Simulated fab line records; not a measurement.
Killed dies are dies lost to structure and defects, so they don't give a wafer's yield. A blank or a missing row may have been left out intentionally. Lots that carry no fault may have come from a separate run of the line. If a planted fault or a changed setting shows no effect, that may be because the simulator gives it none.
fab line records	flow n5-finfet
record lots=7	wafers=21
route steps=1938 shown BEOL_M1@755 BEOL_M2@890 BEOL_M3@980 BEOL_M4@1070 BEOL_M5@1116
start-h: hours from the record's opening day to when the first of the lot's shown wafers began	wait-h: time in hours since the lot's previous step	" repeats the value in the row above	L1.1+2: a row that stands for several wafers	- value missing, or start not given	* or withheld: withheld	< > ~ a bound
route shown NAME@n: names a module that has steps shown in the file, with the first one's number in the route	usual: average and standard deviation across the fault-free wafers	same: alike in all rows	chamber/n: place in a boat	sites: readings site by site	_std_site: the values' standard deviation	_edge_site: the outer-site mean with the inner-site mean subtracted	radius-mm: for every site, how far away it sits from the centre of the wafer	mask NAME#n: copy n	behind: tool/chamber where the wafer was last shaped	hold: the reason the lot was held/the length of the hold in hours/how it ended	device: names the non-switching transistor (n, p or np)	end of line: at the end of the route, the tests of the same wafers	for a step that has no rows: nothing shown but its recipe	killed: not the wafer's yield, but the dies lost to structure and defects at the first sort	map: a wafer's dies, marking killed ones x, the rest . and places with no die _
set.NAME: the run value of the setting; set.NAME@STEP: its run value at that earlier step	model.NAME: the simulator's own value behind a step, which no gauge read
lots with deliberately changed settings; one table per step, one row per wafer
## steps
# step N5_BEOL_M1_COAT_61
# recipe resist=SOC	temp-c=250	time-s=60	spin-rpm=1500	resist-thk-nm=60
lot.wafer	tool	chamber	start-h	wait-h	set.spin-rpm	model.SOC_of_BEOL_M1_COAT_61.thk-nm
L074.2	litho-track-01	0	124.60	0.1	1500	60
L074.4	"	0	"	"	1366	62.8
L074.5	"	0	"	"	1366	63
L075.1+2	litho-track-04	0	127.72	0.1	1500	59.8
L075.5	"	0	"	"	1500	60
L079.1	litho-track-05	0	156.00	0.1	1455	61
L079.2	"	0	"	"	1500	60.2
L079.4	"	0	"	"	1455	61.2
L088.1+6	litho-track-04	0	209.68	0.1	1602	58
L088.2	"	0	"	"	1500	60
L091.1+5	litho-track-04	0	231.63	0.1	1500	60.2
L091.6	"	0	"	"	1500	60
L093.2	litho-track-04	0	234.18	0.1	1500	60.4
L093.3	"	0	"	"	1500	60
L093.5	"	0	"	"	1500	60.2
L094.1	litho-track-04	0	242.10	0.1	1500	59.8
L094.2+5	"	0	"	"	1340	63.4
# step N5_BEOL_M1_COAT_62
# recipe resist=SiARC	temp-c=220	time-s=60	spin-rpm=1500	resist-thk-nm=12
# step N5_BEOL_M1_COAT_73
# recipe resist=underlayer	temp-c=205	time-s=60	spin-rpm=1500	resist-thk-nm=5
# step N5_BEOL_M1_ETCH_74
# recipe chemistry=N2/H2	target=underlayer	target-depth-a=65	mask-material=CAR-EUV	time-s=5.2	ion-energy-ev=200	pressure-mtorr=30	source-w=840	bias-w=150	n2-flow-sccm=200	h2-flow-sccm=200	ends=cleared
# step N5_BEOL_M1_ETCH_63
# recipe chemistry=CF4	target=SiARC	target-depth-a=156	mask-material=CAR-EUV	time-s=26	ion-energy-ev=80	pressure-mtorr=40	source-w=545	bias-w=36	Ar_flow_sccm=100	cf4-flow-sccm=100	ends=cleared
# step N5_BEOL_M1_ETCH_64
# recipe chemistry=N2/H2	target=SOC	target-depth-a=750	overetch-a=150	mask-material=SiARC	temp-c=40	time-s=112.5	ion-energy-ev=200	pressure-mtorr=30	source-w=840	bias-w=150	n2-flow-sccm=200	h2-flow-sccm=200
lot.wafer	tool	chamber	start-h	wait-h	set.spin-rpm@BEOL_M1_COAT_61	model.etch.depth-nm
L074.2	rie-diel-04	0	125.19	0.0	1500	60.07
L074.4	"	1	"	"	1366	62.87
L074.5	"	0	"	"	1366	62.97
L075.1	rie-diel-02	0	128.31	0.0	1500	59.8
L075.2	"	2	"	"	1500	59.89
L075.5	"	0	"	"	1500	59.95
L079.1	rie-diel-04	0	156.71	0.0	1455	60.92
L079.2	"	1	"	"	1500	60.12
L079.4	"	3	"	"	1455	61.21
L088.1+6	rie-diel-06	3,2	210.27	0.0	1602	58.09
L088.2	"	1	"	"	1500	60.08
L091.1	rie-diel-02	2	232.10	0.0	1500	60.21
L091.5	"	0	"	"	1500	60.17
L091.6	"	2	"	"	1500	60.01
L093.2	rie-diel-04	2	234.65	0.0	1500	60.37
L093.3	"	1	"	"	1500	60.04
L093.5	"	2	"	"	1500	60.14
L094.1	rie-diel-02	0	242.69	0.0	1500	59.78
L094.2	"	1	"	"	1340	63.45
L094.5	"	2	"	"	1340	63.33
# step N5_BEOL_M1_STRIP_65
# recipe chemistry=N2/H2	temp-c=40	n2-flow-sccm=200	h2-flow-sccm=200	rf-frequency-hz=6e+07
# step N5_BEOL_M1_STRIP_75
# recipe chemistry=N2/H2	temp-c=40	n2-flow-sccm=200	h2-flow-sccm=200	rf-frequency-hz=6e+07
# step N5_BEOL_M1_STRIP_66
# recipe chemistry=CF4	resist=SiARC	power-w=300	bias-power-w=75	pressure-mtorr=50	cf4-flow-sccm=150	rf-frequency-hz=6e+07
# step N5_BEOL_M1_HM_OPEN_17
# recipe chemistry=Cl2/BCl3	target-depth-a=200	overetch-a=60	target=TiN	mask-material=SOC	ion-energy-ev=150	pressure-mtorr=10	icp-w=1000	bias-w=126	Cl2_flow_sccm=53.25	bcl3-flow-sccm=21.75	Ar_flow_sccm=25
lot.wafer	tool	chamber	start-h	wait-h	set.spin-rpm@BEOL_M1_COAT_61	model.SOC_of_BEOL_M1_COAT_61.thk-nm
L074.2	rie-metal-01	0	125.36	0.0	1500	52
L074.4	"	0	"	"	1366	55
L074.5	"	1	"	"	1366	55.2
L075.1	rie-metal-03	1	128.48	0.0	1500	51.8
L075.2+5	"	0	"	"	1500	52
L079.1	rie-metal-01	1	156.88	0.0	1455	53.2
L079.2	"	0	"	"	1500	52.2
L079.4	"	1	"	"	1455	53.4
L088.1+6	rie-metal-01	1	210.44	0.0	1602	50.4
L088.2	"	0	"	"	1500	52
L091.1+5+6	rie-metal-01	0,0,1	232.26	0.0	1500	52.2
L093.2	rie-metal-02	1	234.82	0.0	1500	52.4
L093.3	"	0	"	"	1500	52
L093.5	"	0	"	"	1500	52.2
L094.1	rie-metal-03	1	242.86	0.0	1500	51.8
L094.2	"	0	"	"	1340	55.6
L094.5	"	1	"	"	1340	55.4
# step N5_BEOL_M1_VIA_ETCH_34
# recipe chemistry=C4F6/O2	target-depth-a=678	mask-material=SOC	pressure-mtorr=15	ion-energy-ev=250	taper-deg=4	time-s=64.4	source-w=350	bias-w=170	Ar_flow_sccm=300	C4F6_flow_sccm=10	O2_flow_sccm=10
# usual rf-vpp-V=669/5.4
lot.wafer	tool	chamber	start-h	wait-h	set.bias-w	rf-vpp-V	model.etch.depth-nm	model.SOC_of_BEOL_M1_COAT_67.thk-nm
L074.2	rie-diel-06	3	132.15	0.0	149.6	608	63.99	52.6
L074.4	"	1	"	"	170	678	67.06	52
L074.5	"	0	"	"	170	670	67.39	52.2
L075.1	rie-diel-02	1	146.81	0.0	170	669	67.55	52.4
L075.2	"	3	"	"	170	661	65.19	52.4
L075.5	"	0	"	"	170	668	66.96	52.4
L079.1	rie-diel-04	1	158.41	0.0	198.2	755	73.4	51.6
L079.2	"	3	"	"	170	661	68.8	52
L079.4	"	2	"	"	198.2	757	72.79	51.8
L088.1	rie-diel-04	2	212.34	0.0	170	670	68.97	51.8
L088.2	"	1	"	"	170	668	69.56	51.6
L088.6	"	0	"	"	139.8	569	63.36	52.4
L091.1	rie-diel-04	1	233.72	0.0	170	667	69.42	52.2
L091.5	"	3	"	"	170	660	67.52	52
L091.6	"	0	"	"	170	668	67.93	52.2
L093.2	rie-diel-04	3	238.14	0.0	170	659	68.52	52.2
L093.3	"	1	"	"	170	668	70.38	51.8
L093.5	"	1	"	"	170	670	70.52	52
L094.1	rie-diel-04	2	246.68	0.0	170	671	70.25	52
L094.2	"	3	"	"	144.6	579	64.78	52.4
L094.5	"	3	"	"	170	659	68.42	51.8
# step N5_BEOL_M1_TRENCH_ETCH_37
# recipe chemistry=C4F6/O2	target-depth-a=552.07	target=SiOC	time-s=29	ion-energy-ev=250	pressure-mtorr=30	source-w=355	bias-w=185	Ar_flow_sccm=300	C4F6_flow_sccm=10	O2_flow_sccm=10
lot.wafer	tool	chamber	start-h	wait-h	set.time-s	model.BEOL_M1.feature-depth-nm	model.etch.depth-nm
L074.2	rie-diel-06	3	-	-	34.29	63.6	63.64
L074.4	"	1	"	"	34.29	63.4	63.36
L074.5	"	0	"	"	29	54.8	54.88
L075.1	rie-diel-02	1	-	-	29	55.4	55.37
L075.2	"	3	"	"	29	53.8	53.85
L075.5	"	0	"	"	29	54.2	54.15
L079.1	rie-diel-04	1	-	-	29	56.6	56.58
L079.2	"	3	"	"	29	55	55.01
L079.4	"	2	"	"	23.67	45.8	45.73
L088.1	rie-diel-04	2	-	-	29	56	55.94
L088.2	"	1	"	"	29	56.4	56.36
L088.6	"	0	"	"	29	54.6	54.57
L091.1	rie-diel-04	1	-	-	33.65	66	65.92
L091.5	"	3	"	"	29	55.6	55.58
L091.6	"	0	"	"	33.65	64.4	64.41
L093.2	rie-diel-04	3	-	-	26.7	50.8	50.83
L093.3	"	1	"	"	29	56.6	56.62
L093.5	"	1	"	"	26.7	52	51.92
L094.1	rie-diel-04	2	-	-	29	56.8	56.84
L094.2	"	3	"	"	24.49	47	46.99
L094.5	"	3	"	"	24.49	47	47.07
# step N5_BEOL_M1_ETCH_41
# recipe chemistry=CH3F/O2	target=SiCN	target-depth-a=319	taper-deg=2	time-s=57.8	ion-energy-ev=120	mask-material=TiN	pressure-mtorr=30	source-w=395	bias-w=75	Ar_flow_sccm=150	CH3F_flow_sccm=30	O2_flow_sccm=20
# step N5_BEOL_M1_STRIP_97
# recipe chemistry=N2/H2	time-s=10	power-w=450	temp-c=40	pressure-mtorr=20	rf-frequency-hz=6e+07	bias-power-w=7	n2-flow-sccm=200	h2-flow-sccm=200
# step N5_BEOL_M1_OCD_MEAS_38
# usual trench-depth-nm=55.2/1.1
lot.wafer	tool	chamber	start-h	wait-h	set.time-s@BEOL_M1_TRENCH_ETCH_37	trench-depth-nm
L074.2	ocd-02	-	132.41	-	34.29	63.5
L074.4	"	-	"	"	34.29	63.4
L074.5	"	-	"	"	29	55.0
L075.1	ocd-01	-	147.07	-	29	54.9
L075.2	"	-	"	"	29	53.9
L075.5	"	-	"	"	29	53.8
L079.1	ocd-01	-	158.67	-	29	56.5
L079.2	"	-	"	"	29	54.9
L079.4	"	-	"	"	23.67	46.0
L088.1	ocd-02	-	212.60	-	29	55.5
L088.2	"	-	"	"	29	56.4
L088.6	"	-	"	"	29	55.0
L091.1	ocd-02	-	233.97	-	33.65	66.2
L091.5	"	-	"	"	29	55.9
L091.6	"	-	"	"	33.65	64.3
L093.2	ocd-01	-	238.40	-	26.7	51.2
L093.3	"	-	"	"	29	56.4
L093.5	"	-	"	"	26.7	51.7
L094.1	ocd-01	-	246.93	-	29	56.9
L094.2	"	-	"	"	24.49	47.0
L094.5	"	-	"	"	24.49	47.5
# step N5_BEOL_M2_TRENCH_ETCH_37
# recipe chemistry=C4F6/O2	target-depth-a=555.55	target=SiOC	time-s=29.2	ion-energy-ev=250	pressure-mtorr=30	source-w=355	bias-w=185	Ar_flow_sccm=300	C4F6_flow_sccm=10	O2_flow_sccm=10
# usual rf-vpp-V=663/5.5
lot.wafer	tool	chamber	start-h	wait-h	set.bias-w	rf-vpp-V	model.etch.depth-nm	model.BEOL_M2.feature-depth-nm
L075.1	rie-diel-05	0	-	-	185	662	54.22	54.2
L075.2	"	2	"	"	185	655	54.04	54
L075.5	"	0	"	"	185	661	54.32	54.4
L074.2	rie-diel-03	3	-	-	185	660	55.75	55.8
L074.4	"	2	"	"	194.8	694	55.19	55.2
L074.5	"	3	"	"	194.8	688	56.29	56.2
L079.1	rie-diel-01	3	-	-	158	590	52.77	52.8
L079.2	"	1	"	"	185	661	54.19	54.2
L079.4	"	3	"	"	185	667	54.65	54.6
L088.1	rie-diel-01	3	-	-	185	666	54.66	54.6
L088.2	"	1	"	"	154.4	572	50.6	50.6
L088.6	"	1	"	"	154.4	572	51.08	51
L091.1	rie-diel-05	1	-	-	185	658	55.66	55.6
L091.5	"	1	"	"	162.2	592	53.5	53.6
L091.6	"	3	"	"	162.2	592	52.35	52.4
L093.2	rie-diel-01	0	-	-	214.4	754	58.8	58.8
L093.3	"	1	"	"	185	661	54.02	54
L093.5	"	2	"	"	214.4	753	58.81	58.8
L094.1	rie-diel-01	2	-	-	185	671	55.63	55.6
L094.2	"	1	"	"	185	659	54.1	54.2
L094.5	"	3	"	"	185	666	54.36	54.4
# step N5_BEOL_M2_ETCH_41
# recipe chemistry=CH3F/O2	target=SiCN	target-depth-a=299	taper-deg=2	time-s=52.5	ion-energy-ev=120	mask-material=TiN	pressure-mtorr=30	source-w=395	bias-w=75	Ar_flow_sccm=150	CH3F_flow_sccm=30	O2_flow_sccm=20
# step N5_BEOL_M2_STRIP_97
# recipe chemistry=N2/H2	time-s=10	power-w=450	temp-c=40	pressure-mtorr=20	rf-frequency-hz=6e+07	bias-power-w=7	n2-flow-sccm=200	h2-flow-sccm=200
# step N5_BEOL_M2_OCD_MEAS_38
# usual trench-depth-nm=54.8/0.84
lot.wafer	tool	chamber	start-h	wait-h	set.bias-w@BEOL_M2_TRENCH_ETCH_37	trench-depth-nm
L075.1	ocd-01	-	155.50	-	185	54.4
L075.2	"	-	"	"	185	54.0
L075.5	"	-	"	"	185	54.7
L074.2	ocd-01	-	156.07	-	185	55.6
L074.4	"	-	"	"	194.8	54.9
L074.5	"	-	"	"	194.8	56.2
L079.1	ocd-02	-	171.07	-	158	52.6
L079.2	"	-	"	"	185	53.9
L079.4	"	-	"	"	185	54.5
L088.1	ocd-01	-	227.34	-	185	54.5
L088.2	"	-	"	"	154.4	50.9
L088.6	"	-	"	"	154.4	51.2
L091.1	ocd-01	-	254.90	-	185	56.0
L091.5	"	-	"	"	162.2	53.3
L091.6	"	-	"	"	162.2	52.3
L093.2	ocd-01	-	258.41	-	214.4	58.7
L093.3	"	-	"	"	185	54.1
L093.5	"	-	"	"	214.4	58.9
L094.1	ocd-02	-	268.33	-	185	55.7
L094.2	"	-	"	"	185	54.4
L094.5	"	-	"	"	185	54.0
# step N5_BEOL_M2_DEP_57
# recipe material=SiCN	target-thk-a=80	temp-c=withheld	precursor=3MS/NH3	pressure-torr=3	rf-w=202	time-s=14
lot.wafer	tool	chamber	start-h	wait-h	set.time-s	model.SiCN_of_BEOL_M2_DEP_57.thk-nm
L075.1	pecvd-03	2	159.47	0.0	14	7.8
L075.2+5	"	0	"	"	14	8
L074.2	pecvd-02	2	159.85	0.0	12.34	7
L074.4	"	0	"	"	12.34	7.2
L074.5	"	1	"	"	14	8.2
L079.1	pecvd-02	2	174.96	0.0	14	8
L079.2	"	0	"	"	14	8.2
L079.4	"	2	"	"	14.64	8.4
L088.1+2+6	pecvd-01	2,1,0	232.05	0.0	14	8
L091.1	pecvd-03	0	258.83	0.0	13.15	7.6
L091.5	"	0	"	"	13.15	7.8
L091.6	"	2	"	"	14	8.2
L093.2	pecvd-02	0	262.91	0.0	12.33	7
L093.3+5	"	0,1	"	"	14	8.2
L094.1+2+5	pecvd-01	1,0,0	272.34	0.0	14	8.2
# step N5_BEOL_M3_TRENCH_ETCH_37
# recipe chemistry=C4F6/O2	target-depth-a=555.55	target=SiOC	time-s=29.2	ion-energy-ev=250	pressure-mtorr=30	source-w=355	bias-w=185	Ar_flow_sccm=300	C4F6_flow_sccm=10	O2_flow_sccm=10
# usual rf-vpp-V=667/4.7
lot.wafer	tool	chamber	start-h	wait-h	set.bias-w	rf-vpp-V
L075.1	rie-diel-04	1	-	-	185	668
L075.2	"	2	"	"	185	671
L075.5	"	3	"	"	185	659
L074.2	rie-diel-04	2	-	-	185	672
L074.4	"	3	"	"	205.6	718
L074.5	"	3	"	"	185	662
L079.1	rie-diel-04	1	-	-	172.8	634
L079.2	"	3	"	"	172.8	625
L079.4	"	2	"	"	185	672
L088.1	rie-diel-02	2	-	-	155.6	574
L088.2	"	0	"	"	185	667
L088.6	"	1	"	"	155.6	583
L091.1	rie-diel-04	3	-	-	167.9	611
L091.5	"	1	"	"	167.9	620
L091.6	"	0	"	"	167.9	618
L093.2	rie-diel-02	0	-	-	185	664
L093.3	"	2	"	"	185	662
L093.5	"	0	"	"	185	666
L094.1	rie-diel-06	3	-	-	157.3	589
L094.2	"	0	"	"	185	669
L094.5	"	2	"	"	157.3	592
# step N5_BEOL_M3_ETCH_41
# recipe chemistry=CH3F/O2	target=SiCN	target-depth-a=299	taper-deg=2	time-s=52.5	ion-energy-ev=120	mask-material=TiN	pressure-mtorr=30	source-w=395	bias-w=75	Ar_flow_sccm=150	CH3F_flow_sccm=30	O2_flow_sccm=20
lot.wafer	tool	chamber	start-h	wait-h	set.target-depth-a	model.etch.depth-nm
L075.1	rie-diel-04	1	-	-	299	20.64
L075.2	"	2	"	"	299	20.4
L075.5	"	3	"	"	299	20.01
L074.2	rie-diel-04	2	-	-	299	20.6
L074.4	"	3	"	"	299	20.02
L074.5	"	3	"	"	299	20.11
L079.1	rie-diel-04	1	-	-	299	20.55
L079.2	"	3	"	"	275.4	18.45
L079.4	"	2	"	"	299	20.35
L088.1	rie-diel-02	2	-	-	299	19.63
L088.2	"	0	"	"	299	19.32
L088.6	"	1	"	"	299	19.8
L091.1	rie-diel-04	3	-	-	299	19.98
L091.5	"	1	"	"	283	19.34
L091.6	"	0	"	"	299	20.1
L093.2	rie-diel-02	0	-	-	286.9	18.76
L093.3	"	2	"	"	286.9	19.03
L093.5	"	0	"	"	299	19.31
L094.1	rie-diel-06	3	-	-	299	19.59
L094.2	"	0	"	"	299	20.07
L094.5	"	2	"	"	299	19.74
# step N5_BEOL_M4_TRENCH_ETCH_37
# recipe chemistry=C4F6/O2	target-depth-a=555.55	target=SiOC	time-s=29.2	ion-energy-ev=250	pressure-mtorr=30	source-w=355	bias-w=185	Ar_flow_sccm=300	C4F6_flow_sccm=10	O2_flow_sccm=10
# usual rf-vpp-V=663/5.9
lot.wafer	tool	chamber	start-h	wait-h	set.bias-w	rf-vpp-V
L074.2	rie-diel-03	3	-	-	185	660
L074.4	"	1	"	"	214.1	749
L074.5	"	3	"	"	185	660
L075.1	rie-diel-01	2	-	-	185	672
L075.2	"	3	"	"	185	666
L075.5	"	3	"	"	185	669
L079.1	rie-diel-03	1	-	-	185	667
L079.2	"	3	"	"	216.1	747
L079.4	"	2	"	"	216.1	753
L088.1	rie-diel-03	3	-	-	185	660
L088.2	"	2	"	"	185	666
L088.6	"	1	"	"	185	667
L091.1	rie-diel-01	1	-	-	208.1	724
L091.5	"	3	"	"	208.1	732
L091.6	"	2	"	"	185	670
L093.2	rie-diel-03	2	-	-	185	666
L093.3	"	3	"	"	196.4	693
L093.5	"	2	"	"	196.4	697
L094.1	rie-diel-01	3	-	-	185	667
L094.2	"	2	"	"	185	671
L094.5	"	0	"	"	185	673
# step N5_BEOL_M5_HM_DEP_02
# recipe material=TiN	target-thk-a=200	temp-c=25	chamber-pressure-pa=0.49996
lot.wafer	tool	chamber	start-h	wait-h	set.target-thk-a	model.TiN_of_BEOL_M5_HM_DEP_02.thk-nm
L075.1+2+5	pvd-sputter-02	-	185.90	0.8	200	20
L074.2+4+5	pvd-sputter-01	-	187.16	0.4	200	20.2
L079.1+2+4	pvd-sputter-02	-	195.86	2.3	200	20
L088.1+6	pvd-sputter-01	-	255.24	0.5	219.6	21.8
L088.2	"	-	"	"	200	19.6
L091.1	pvd-sputter-02	-	282.74	1.2	200	20.4
L091.5	"	-	"	"	189.6	19
L091.6	"	-	"	"	200	20.2
L093.2+5	pvd-sputter-03	-	287.68	1.1	200	20.2
L093.3	"	-	"	"	217.2	21.8
L094.1	pvd-sputter-02	-	295.30	0.1	184.9	18.2
L094.2	"	-	"	"	200	19.8
L094.5	"	-	"	"	200	19.6
## key
split step=N5_BEOL_M1_COAT_61	setting=spin-rpm	stated=1500	by=wafer
response step=N5_BEOL_M1_COAT_61	reading=model.SOC_of_BEOL_M1_COAT_61.thk-nm	change=-0.324	per=1%	r=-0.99
response step=N5_BEOL_M1_ETCH_64	reading=model.etch.depth-nm	change=-0.323	per=1%	r=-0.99
response step=N5_BEOL_M1_HM_OPEN_17	reading=model.SOC_of_BEOL_M1_COAT_61.thk-nm	change=-0.327	per=1%	r=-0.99
split step=N5_BEOL_M1_VIA_ETCH_34	setting=bias-w	stated=170	by=wafer
response step=N5_BEOL_M1_VIA_ETCH_34	reading=rf-vpp-V	change=+5.68	per=1%	r=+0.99
response step=N5_BEOL_M1_VIA_ETCH_34	reading=model.etch.depth-nm	change=+0.295	per=1%	r=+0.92
response step=N5_BEOL_M1_VIA_ETCH_34	reading=model.SOC_of_BEOL_M1_COAT_67.thk-nm	change=-0.0322	per=1%	r=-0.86
split step=N5_BEOL_M1_TRENCH_ETCH_37	setting=time-s	stated=29	by=wafer
response step=N5_BEOL_M1_TRENCH_ETCH_37	reading=model.BEOL_M1.feature-depth-nm	change=+0.56	per=1%	r=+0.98
response step=N5_BEOL_M1_TRENCH_ETCH_37	reading=model.etch.depth-nm	change=+0.56	per=1%	r=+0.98
response step=N5_BEOL_M1_OCD_MEAS_38	reading=trench-depth-nm	change=+0.545	per=1%	r=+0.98
split step=N5_BEOL_M2_TRENCH_ETCH_37	setting=bias-w	stated=185	by=wafer
response step=N5_BEOL_M2_TRENCH_ETCH_37	reading=rf-vpp-V	change=+5.52	per=1%	r=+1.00
response step=N5_BEOL_M2_TRENCH_ETCH_37	reading=model.etch.depth-nm	change=+0.214	per=1%	r=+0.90
response step=N5_BEOL_M2_TRENCH_ETCH_37	reading=model.BEOL_M2.feature-depth-nm	change=+0.211	per=1%	r=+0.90
response step=N5_BEOL_M2_OCD_MEAS_38	reading=trench-depth-nm	change=+0.211	per=1%	r=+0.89
split step=N5_BEOL_M2_DEP_57	setting=time-s	stated=14	by=wafer
response step=N5_BEOL_M2_DEP_57	reading=model.SiCN_of_BEOL_M2_DEP_57.thk-nm	change=+0.0932	per=1%	r=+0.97
split step=N5_BEOL_M3_TRENCH_ETCH_37	setting=bias-w	stated=185	by=wafer
response step=N5_BEOL_M3_TRENCH_ETCH_37	reading=rf-vpp-V	change=+5.33	per=1%	r=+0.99
split step=N5_BEOL_M3_ETCH_41	setting=target-depth-a	stated=299	by=wafer
response step=N5_BEOL_M3_ETCH_41	reading=model.etch.depth-nm	change=+0.198	per=1%	r=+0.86
split step=N5_BEOL_M4_TRENCH_ETCH_37	setting=bias-w	stated=185	by=wafer
response step=N5_BEOL_M4_TRENCH_ETCH_37	reading=rf-vpp-V	change=+5.12	per=1%	r=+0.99
split step=N5_BEOL_M5_HM_DEP_02	setting=target-thk-a	stated=200	by=wafer
response step=N5_BEOL_M5_HM_DEP_02	reading=model.TiN_of_BEOL_M5_HM_DEP_02.thk-nm	change=+0.21	per=1%	r=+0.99
